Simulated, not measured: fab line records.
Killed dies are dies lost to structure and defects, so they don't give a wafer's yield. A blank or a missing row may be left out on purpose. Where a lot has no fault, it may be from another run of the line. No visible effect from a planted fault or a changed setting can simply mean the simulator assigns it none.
fab line records	flow n5_finfet
record: lots: 7	wafers: 21
route steps=1938 shown BEOL_M14@1742 BEOL_M15@1800 MIM_BOT_ETCH@1866 PASSIVATION@1928
start_h: hours from the record's opening day to when the first of the lot's shown wafers began	wait_h: how many hours have passed since the lot's step before this one	" unchanged from the row above	L1.1+2: several wafers, shown together as one row	- no value, or no start was given	* or withheld: withheld	< > ~ a bound
route shown NAME@n: NAME is a module with steps in the file, n the number in the route of the first one	usual: mean/standard deviation of fault-free wafers	same: alike in all rows	chamber/n: place in a boat	sites: the reading at each site	_std_site: how widely they spread, as a standard deviation	_edge_site: the outer-site mean with the inner-site mean subtracted	radius_mm: for every site, how far away it sits from the centre of the wafer	mask NAME#n: copy n	behind: tool/chamber where the wafer was last shaped	hold: the reason the lot was held/the length of the hold in hours/how it ended	device: which transistor (n, p or np) failed to switch	end of line: the same wafers' tests at the end of the route	for a step that has no rows: nothing shown but its recipe	killed: at the first sort, the dies lost to defects and structure; wafer yield is something else	map: per-die view of a wafer (x killed, . not killed, _ where there is no die)
set.NAME: the setting as run; set.NAME@STEP: as run at that earlier step	model.NAME: the simulator's own value behind a step, which no gauge read
one table per step and one row per wafer, for lots whose settings were changed on purpose
== steps ==
step: N5_BEOL_M14_EXPOSE_25
recipe: mask_id: M14	na: 0.8	source_shape: annular	sigma_inner: 0.5	sigma_outer: 0.8	polarization: unpolarized	target_cd_nm: 280	dose_mj: 26.6
lot.wafer	tool	chamber	start_h	wait_h	mask	set.dose_mj
L078.1+2+5	krf_scanner-02	0	278.52	-	M14#0	26.6
L081.1+2+4	krf_scanner-02	0	293.80	-	M14#0	26.6
L080.2+4	krf_scanner-01	0	299.56	-	M14#0	25.36
L080.3	"	0	"	"	M14#0	26.6
L082.1+2	krf_scanner-01	0	305.60	-	M14#0	26.6
L082.5	"	0	"	"	M14#0	28.15
L087.2	krf_scanner-01	0	335.24	-	M14#0	25.09
L087.4+5	"	0	"	"	M14#0	26.6
L089.2+3+5	krf_scanner-01	0	343.55	-	M14#0	26.6
L094.1+6	krf_scanner-01	0	379.17	-	M14#0	27.18
L094.2	"	0	"	"	M14#0	26.6
step: N5_BEOL_M14_PEB_26
recipe: peb_temp_c: 130	peb_time_s: 90
step: N5_BEOL_M14_DEVELOP_27
recipe: develop_time_s: 45	rinse_liquid: diw	dry: air_spin	dev_temp_c: 21
step: N5_BEOL_M14_HARDBAKE_32
recipe: temp_c: 130	time_s: 120
step: N5_BEOL_M14_CD_MEAS_28
recipe: target_cd_nm: 284.4	landing_energy_ev: 500	detector: se_inlens
usual: cd_nm: 285.3/1.6
lot.wafer	tool	chamber	start_h	wait_h	set.dose_mj@BEOL_M14_EXPOSE_25	cd_nm
L078.1	cd_sem-03	0	278.70	-	26.6	286.3
L078.2	"	0	"	"	26.6	287.3
L078.5	"	0	"	"	26.6	285.4
L081.1	cd_sem-01	0	293.97	-	26.6	284.3
L081.2	"	0	"	"	26.6	283.7
L081.4	"	0	"	"	26.6	284.0
L080.2	cd_sem-01	0	299.73	-	25.36	278.1
L080.3	"	0	"	"	26.6	286.0
L080.4	"	0	"	"	25.36	279.8
L082.1	cd_sem-02	0	305.77	-	26.6	286.0
L082.2	"	0	"	"	26.6	286.2
L082.5	"	0	"	"	28.15	296.6
L087.2	cd_sem-02	0	335.40	-	25.09	277.6
L087.4	"	0	"	"	26.6	285.5
L087.5	"	0	"	"	26.6	284.8
L089.2	cd_sem-03	0	343.72	-	26.6	282.4
L089.3	"	0	"	"	26.6	283.9
L089.5	"	0	"	"	26.6	285.6
L094.1	cd_sem-02	0	379.35	-	27.18	288.7
L094.2	"	0	"	"	26.6	284.5
L094.6	"	0	"	"	27.18	288.6
step: N5_BEOL_M14_DESCUM_33
recipe: chemistry: O2	time_s: 7.9	source_power_w: 50	bias_power_w: 20	pressure_mtorr: 20	rf_frequency_hz: 2.712e+07	temp_c: 40	o2_flow_sccm: 225
lot.wafer	tool	chamber	start_h	wait_h	set.dose_mj@BEOL_M14_EXPOSE_25	model.BEOL_M14.cd_nm
L078.1	rie_diel-06	0	278.79	0.0	26.6	286.2
L078.2	"	2	"	"	26.6	287.2
L078.5	"	2	"	"	26.6	285
L081.1	rie_diel-02	0	294.35	0.3	26.6	284
L081.2+4	"	2,1	"	"	26.6	283.8
L080.2	rie_diel-01	2	299.81	0.0	25.36	278.6
L080.3	"	1	"	"	26.6	286.2
L080.4	"	0	"	"	25.36	279.8
L082.1	rie_diel-02	1	306.10	0.3	26.6	286
L082.2	"	2	"	"	26.6	286.6
L082.5	"	0	"	"	28.15	296.4
L087.2	rie_diel-02	0	335.49	0.0	25.09	277
L087.4	"	1	"	"	26.6	285.4
L087.5	"	3	"	"	26.6	284.6
L089.2	rie_diel-02	1	343.81	0.0	26.6	282
L089.3	"	0	"	"	26.6	283.6
L089.5	"	0	"	"	26.6	285.2
L094.1+6	rie_diel-02	3,2	379.43	0.0	27.18	288.6
L094.2	"	1	"	"	26.6	284
step: N5_BEOL_M14_ETCH_68
recipe: chemistry: N2/H2	target: SOC	mask_material: SiARC	source_w: 3000	bias_w: 350	temp_c: 40	time_s: 450	ion_energy_ev: 200	pressure_mtorr: 30	n2_flow_sccm: 200	h2_flow_sccm: 200
lot.wafer	tool	chamber	start_h	wait_h	set.time_s	set.dose_mj@BEOL_M14_EXPOSE_25	model.BEOL_M14.cd_nm	model.SiARC_of_BEOL_M14_COAT_66.thk_nm
L078.1	rie_diel-06	0	278.97	0.1	450	26.6	282	64.2
L078.2	"	2	"	"	450	26.6	284.2	65
L078.5	"	2	"	"	450	26.6	281.2	64.6
L081.1	rie_diel-02	0	294.53	0.1	415.5	26.6	281.2	70.4
L081.2	"	2	"	"	450	26.6	279.6	65.8
L081.4	"	1	"	"	415.5	26.6	279.8	69.8
L080.2	rie_diel-01	2	300.00	0.1	450	25.36	273.6	65.2
L080.3	"	1	"	"	450	26.6	282	64.2
L080.4	"	0	"	"	450	25.36	276.2	66
L082.1	rie_diel-02	1	306.28	0.1	450	26.6	281.2	66.2
L082.2	"	2	"	"	450	26.6	279.4	65.2
L082.5	"	0	"	"	450	28.15	294.4	66.6
L087.2	rie_diel-02	0	335.67	0.1	498.9	25.09	273.8	61.4
L087.4	"	1	"	"	498.9	26.6	282.6	60.6
L087.5	"	3	"	"	450	26.6	279.2	64.6
L089.2	rie_diel-02	1	343.99	0.1	363.2	26.6	277.4	74.2
L089.3	"	0	"	"	450	26.6	282.6	66.4
L089.5	"	0	"	"	450	26.6	283.6	66.2
L094.1	rie_diel-02	3	379.62	0.1	505.3	27.18	285.8	58.8
L094.2	"	1	"	"	450	26.6	278.2	66
L094.6	"	2	"	"	450	27.18	282.6	65.4
step: N5_BEOL_M14_STRIP_69
recipe: chemistry: N2/H2	temp_c: 40	n2_flow_sccm: 200	h2_flow_sccm: 200	rf_frequency_hz: 6e+07
step: N5_BEOL_M14_TRENCH_ETCH_34
recipe: chemistry: C4F8/O2/Ar	target: SiO2	target_depth_a: 5566.5	mask_material: SOC	he_inner_torr: 15	he_outer_torr: 30	time_s: 126.9	ion_energy_ev: 800	pressure_mtorr: 20	source_w: 1905	bias_w: 2040	Ar_flow_sccm: 400	C4F8_flow_sccm: 16	O2_flow_sccm: 12
lot.wafer	tool	chamber	start_h	wait_h	set.dose_mj@BEOL_M14_EXPOSE_25	model.BEOL_M14.cd_nm
L078.1	rie_diel-06	0	279.24	0.0	26.6	282.2
L078.2	"	2	"	"	26.6	284.6
L078.5	"	2	"	"	26.6	281.6
L081.1	rie_diel-02	0	294.81	0.0	26.6	281
L081.2	"	2	"	"	26.6	279.6
L081.4	"	1	"	"	26.6	279.4
L080.2	rie_diel-01	2	300.27	0.0	25.36	273.8
L080.3	"	1	"	"	26.6	282.2
L080.4	"	0	"	"	25.36	276.4
L082.1	rie_diel-02	1	306.55	0.0	26.6	281
L082.2	"	2	"	"	26.6	279.6
L082.5	"	0	"	"	28.15	294.2
L087.2	rie_diel-02	0	335.94	0.0	25.09	273.4
L087.4	"	1	"	"	26.6	282.6
L087.5	"	3	"	"	26.6	279.8
L089.2	rie_diel-02	1	344.26	0.0	26.6	277.4
L089.3	"	0	"	"	26.6	282.2
L089.5	"	0	"	"	26.6	283
L094.1	rie_diel-02	3	379.89	0.0	27.18	286
L094.2	"	1	"	"	26.6	278
L094.6	"	2	"	"	27.18	282.8
step: N5_BEOL_M15_EXPOSE_25
recipe: mask_id: M15	na: 0.8	source_shape: annular	sigma_inner: 0.5	sigma_outer: 0.8	polarization: unpolarized	target_cd_nm: 400	dose_mj: 35.5
lot.wafer	tool	chamber	start_h	wait_h	mask	set.dose_mj
L078.1+2+5	krf_scanner-02	0	288.57	-	M15#0	35.5
L081.1+2	krf_scanner-02	0	299.67	-	M15#0	35.5
L081.4	"	0	"	"	M15#0	37.17
L080.2+4	krf_scanner-01	0	304.80	-	M15#0	33.51
L080.3	"	0	"	"	M15#0	35.5
L082.1+5	krf_scanner-01	0	310.93	-	M15#0	33.49
L082.2	"	0	"	"	M15#0	35.5
L087.2	krf_scanner-02	0	340.06	-	M15#0	34.08
L087.4+5	"	0	"	"	M15#0	35.5
L089.2+5	krf_scanner-02	0	350.70	-	M15#0	35.5
L089.3	"	0	"	"	M15#0	33.85
L094.1+6	krf_scanner-02	0	386.80	-	M15#0	36.37
L094.2	"	0	"	"	M15#0	35.5
step: N5_BEOL_M15_PEB_26
recipe: peb_temp_c: 130	peb_time_s: 90
step: N5_BEOL_M15_DEVELOP_27
recipe: develop_time_s: 45	rinse_liquid: diw	dry: air_spin	dev_temp_c: 21
step: N5_BEOL_M15_HARDBAKE_32
recipe: temp_c: 130	time_s: 120
step: N5_BEOL_M15_CD_MEAS_28
recipe: target_cd_nm: 407.6	landing_energy_ev: 500	detector: se_inlens
usual: cd_nm: 409.2/1.6
lot.wafer	tool	chamber	start_h	wait_h	set.dose_mj@BEOL_M15_EXPOSE_25	cd_nm
L078.1	cd_sem-01	0	288.74	-	35.5	408.6
L078.2	"	0	"	"	35.5	406.9
L078.5	"	0	"	"	35.5	407.1
L081.1	cd_sem-02	0	299.84	-	35.5	408.9
L081.2	"	0	"	"	35.5	411.5
L081.4	"	0	"	"	37.17	417.0
L080.2	cd_sem-02	0	304.97	-	33.51	399.7
L080.3	"	0	"	"	35.5	409.8
L080.4	"	0	"	"	33.51	398.4
L082.1	cd_sem-02	0	311.11	-	33.49	400.0
L082.2	"	0	"	"	35.5	410.5
L082.5	"	0	"	"	33.49	399.8
L087.2	cd_sem-01	0	340.23	-	34.08	398.7
L087.4	"	0	"	"	35.5	407.2
L087.5	"	0	"	"	35.5	409.3
L089.2	cd_sem-03	0	350.87	-	35.5	412.8
L089.3	"	0	"	"	33.85	405.6
L089.5	"	0	"	"	35.5	409.7
L094.1	cd_sem-02	0	386.97	-	36.37	412.4
L094.2	"	0	"	"	35.5	408.7
L094.6	"	0	"	"	36.37	412.0
step: N5_BEOL_M15_DESCUM_33
recipe: chemistry: O2	time_s: 7.9	source_power_w: 50	bias_power_w: 20	pressure_mtorr: 20	rf_frequency_hz: 2.712e+07	temp_c: 40	o2_flow_sccm: 225
lot.wafer	tool	chamber	start_h	wait_h	set.dose_mj@BEOL_M15_EXPOSE_25	model.BEOL_M15.cd_nm
L078.1	rie_diel-04	2	288.87	0.1	35.5	408.8
L078.2+5	"	0,1	"	"	35.5	407
L081.1	rie_diel-04	1	299.93	0.0	35.5	408.8
L081.2	"	2	"	"	35.5	411.6
L081.4	"	2	"	"	37.17	417.2
L080.2	rie_diel-05	2	305.06	0.0	33.51	400
L080.3	"	0	"	"	35.5	410
L080.4	"	1	"	"	33.51	398.6
L082.1	rie_diel-03	0	311.52	0.4	33.49	400
L082.2	"	2	"	"	35.5	411
L082.5	"	1	"	"	33.49	399.6
L087.2	rie_diel-05	2	340.32	0.0	34.08	399.2
L087.4	"	3	"	"	35.5	407
L087.5	"	0	"	"	35.5	409.2
L089.2	rie_diel-04	0	350.95	0.0	35.5	412.8
L089.3	"	1	"	"	33.85	405
L089.5	"	2	"	"	35.5	409.8
L094.1	rie_diel-03	0	387.31	0.3	36.37	412.6
L094.2	"	1	"	"	35.5	408.8
L094.6	"	2	"	"	36.37	412.4
step: N5_BEOL_M15_ETCH_61
recipe: chemistry: N2/H2	target: BARC	target_depth_a: 890	overetch_a: 267	time_s: 67.9	ion_energy_ev: 200	pressure_mtorr: 30	source_w: 840	bias_w: 150	n2_flow_sccm: 200	h2_flow_sccm: 200
lot.wafer	tool	chamber	start_h	wait_h	set.time_s	set.dose_mj@BEOL_M15_EXPOSE_25	model.coat_of_BEOL_M15_COAT_22.thk_nm	model.BEOL_M15.cd_nm
L078.1	rie_diel-04	2	288.90	0.0	67.9	35.5	714	401.6
L078.2	"	0	"	"	67.9	35.5	715.4	400
L078.5	"	1	"	"	67.9	35.5	717.4	400.2
L081.1	rie_diel-04	1	299.96	0.0	67.9	35.5	718.2	401.8
L081.2	"	2	"	"	67.9	35.5	715.4	404
L081.4	"	2	"	"	76.43	37.17	708	411.2
L080.2	rie_diel-05	2	305.09	0.0	67.9	33.51	723	392
L080.3	"	0	"	"	67.9	35.5	720	402.4
L080.4	"	1	"	"	67.9	33.51	727.8	390.6
L082.1	rie_diel-03	0	311.56	0.0	67.9	33.49	723	390.8
L082.2	"	2	"	"	67.9	35.5	718.4	403.4
L082.5	"	1	"	"	67.9	33.49	724	391.8
L087.2	rie_diel-05	2	340.35	0.0	67.9	34.08	716.8	392.2
L087.4	"	3	"	"	62.36	35.5	723.2	398.8
L087.5	"	0	"	"	67.9	35.5	716.6	402.6
L089.2	rie_diel-04	0	350.99	0.0	67.9	35.5	715.2	404
L089.3	"	1	"	"	82.38	33.85	705.2	400.2
L089.5	"	2	"	"	67.9	35.5	713.4	401.6
L094.1	rie_diel-03	0	387.35	0.0	67.9	36.37	725	404.2
L094.2	"	1	"	"	82.29	35.5	710.6	403.2
L094.6	"	2	"	"	67.9	36.37	720.2	403.8
step: N5_MIM_BOT_ETCH_ETCH_04
recipe: chemistry: CF4/O2	target: SiNx	target_depth_a: 260	time_s: 13	ion_energy_ev: 100	pressure_mtorr: 40	source_w: 535	bias_w: 49	Ar_flow_sccm: 100	cf4_flow_sccm: 100	O2_flow_sccm: 10
lot.wafer	tool	chamber	start_h	wait_h	set.time_s	model.etch.depth_nm
L078.1	rie_diel-02	1	297.06	0.0	13	24.97
L078.2	"	2	"	"	13	25.82
L078.5	"	2	"	"	13	25.73
L081.1	rie_diel-01	0	308.57	0.0	13	24.59
L081.2	"	1	"	"	13	26.16
L081.4	"	2	"	"	13	26.34
L080.2	rie_diel-01	0	313.46	0.0	13	24.9
L080.3	"	2	"	"	13	26.32
L080.4	"	3	"	"	14.91	30.44
L082.1+2	rie_diel-02	0,2	320.32	0.0	13	25.52
L082.5	"	2	"	"	13	25.53
L087.2	rie_diel-02	2	349.25	0.0	13	25.43
L087.4	"	3	"	"	13	26.38
L087.5	"	0	"	"	11.79	23.09
L089.2	rie_diel-01	1	361.64	0.0	13	25.98
L089.3	"	0	"	"	12.21	23.21
L089.5	"	2	"	"	12.21	24.81
L094.1	rie_diel-02	3	396.11	0.0	11.36	23.04
L094.2	"	2	"	"	13	25.43
L094.6	"	3	"	"	13	26.65
step: N5_MIM_BOT_ETCH_ETCH_00
recipe: chemistry: Cl2/BCl3	target: TiN	target_depth_a: 455	ion_energy_ev: 150	pressure_mtorr: 10	icp_w: 1000	bias_w: 126	Cl2_flow_sccm: 53.25	bcl3_flow_sccm: 21.75	Ar_flow_sccm: 25
lot.wafer	tool	chamber	start_h	wait_h	set.icp_w	model.etch.depth_nm
L078.1	rie_metal-03	0	297.24	0.1	1000	46.54
L078.2	"	1	"	"	1000	44.77
L078.5	"	0	"	"	1000	46.3
L081.1	rie_metal-03	1	308.75	0.1	1000	44.65
L081.2	"	0	"	"	1137	51.88
L081.4	"	1	"	"	1137	50.24
L080.2	rie_metal-01	1	313.64	0.1	1000	46.27
L080.3	"	0	"	"	1000	44.73
L080.4	"	1	"	"	1000	46.46
L082.1	rie_metal-01	1	320.50	0.1	1134	51.41
L082.2	"	0	"	"	1134	49.73
L082.5	"	0	"	"	1000	44.27
L087.2	rie_metal-03	1	349.43	0.1	1000	44.63
L087.4	"	0	"	"	1123	51.19
L087.5	"	0	"	"	1000	46.27
L089.2	rie_metal-02	0	361.82	0.1	1000	46.38
L089.3	"	0	"	"	1000	46.12
L089.5	"	1	"	"	931.4	43.16
L094.1	rie_metal-01	0	396.29	0.1	1076	48.4
L094.2	"	1	"	"	1076	50.46
L094.6	"	1	"	"	1000	47.32
step: N5_PASSIVATION_DESCUM_46
recipe: chemistry: O2	time_s: 7.9	source_power_w: 50	bias_power_w: 20	pressure_mtorr: 20	rf_frequency_hz: 2.712e+07	temp_c: 40	o2_flow_sccm: 225
lot.wafer	tool	chamber	start_h	wait_h	set.time_s
L078.1+2+5	rie_diel-06	1,2,0	304.33	0.2	7.9
L081.1+4	rie_diel-01	1,3	313.59	0.0	7.9
L081.2	"	0	"	"	9.603
L080.2	rie_diel-06	3	320.72	0.0	6.813
L080.3+4	"	1,0	"	"	7.9
L082.1+2+5	rie_diel-02	1,3,1	325.56	0.3	7.9
L087.2+4	rie_diel-02	1,3	356.14	0.0	8.915
L087.5	"	1	"	"	7.9
L089.2	rie_diel-01	3	368.84	0.0	7.9
L089.3+5	"	2,0	"	"	8.862
L094.1	rie_diel-02	1	401.68	0.0	6.148
L094.2+6	"	2	"	"	7.9
== key ==
split: step: N5_BEOL_M14_EXPOSE_25	setting: dose_mj	stated: 26.6	by: wafer
response: step: N5_BEOL_M14_CD_MEAS_28	reading: cd_nm	change: +1.57	per: 1%	r: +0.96
response: step: N5_BEOL_M14_DESCUM_33	reading: model.BEOL_M14.cd_nm	change: +1.59	per: 1%	r: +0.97
response: step: N5_BEOL_M14_ETCH_68	reading: model.BEOL_M14.cd_nm	change: +1.82	per: 1%	r: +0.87
response: step: N5_BEOL_M14_TRENCH_ETCH_34	reading: model.BEOL_M14.cd_nm	change: +1.86	per: 1%	r: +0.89
split: step: N5_BEOL_M14_ETCH_68	setting: time_s	stated: 450	by: wafer
response: step: N5_BEOL_M14_ETCH_68	reading: model.SiARC_of_BEOL_M14_COAT_66.thk_nm	change: -0.442	per: 1%	r: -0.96
split: step: N5_BEOL_M15_EXPOSE_25	setting: dose_mj	stated: 35.5	by: wafer
response: step: N5_BEOL_M15_CD_MEAS_28	reading: cd_nm	change: +1.74	per: 1%	r: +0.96
response: step: N5_BEOL_M15_DESCUM_33	reading: model.BEOL_M15.cd_nm	change: +1.78	per: 1%	r: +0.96
response: step: N5_BEOL_M15_ETCH_61	reading: model.BEOL_M15.cd_nm	change: +1.69	per: 1%	r: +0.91
split: step: N5_BEOL_M15_ETCH_61	setting: time_s	stated: 67.9	by: wafer
response: step: N5_BEOL_M15_ETCH_61	reading: model.coat_of_BEOL_M15_COAT_22.thk_nm	change: -0.542	per: 1%	r: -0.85
split: step: N5_MIM_BOT_ETCH_ETCH_04	setting: time_s	stated: 13	by: wafer
response: step: N5_MIM_BOT_ETCH_ETCH_04	reading: model.etch.depth_nm	change: +0.294	per: 1%	r: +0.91
split: step: N5_MIM_BOT_ETCH_ETCH_00	setting: icp_w	stated: 1000	by: wafer
response: step: N5_MIM_BOT_ETCH_ETCH_00	reading: model.etch.depth_nm	change: +0.449	per: 1%	r: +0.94
split: step: N5_PASSIVATION_DESCUM_46	setting: time_s	stated: 7.9	by: wafer
response none in this file
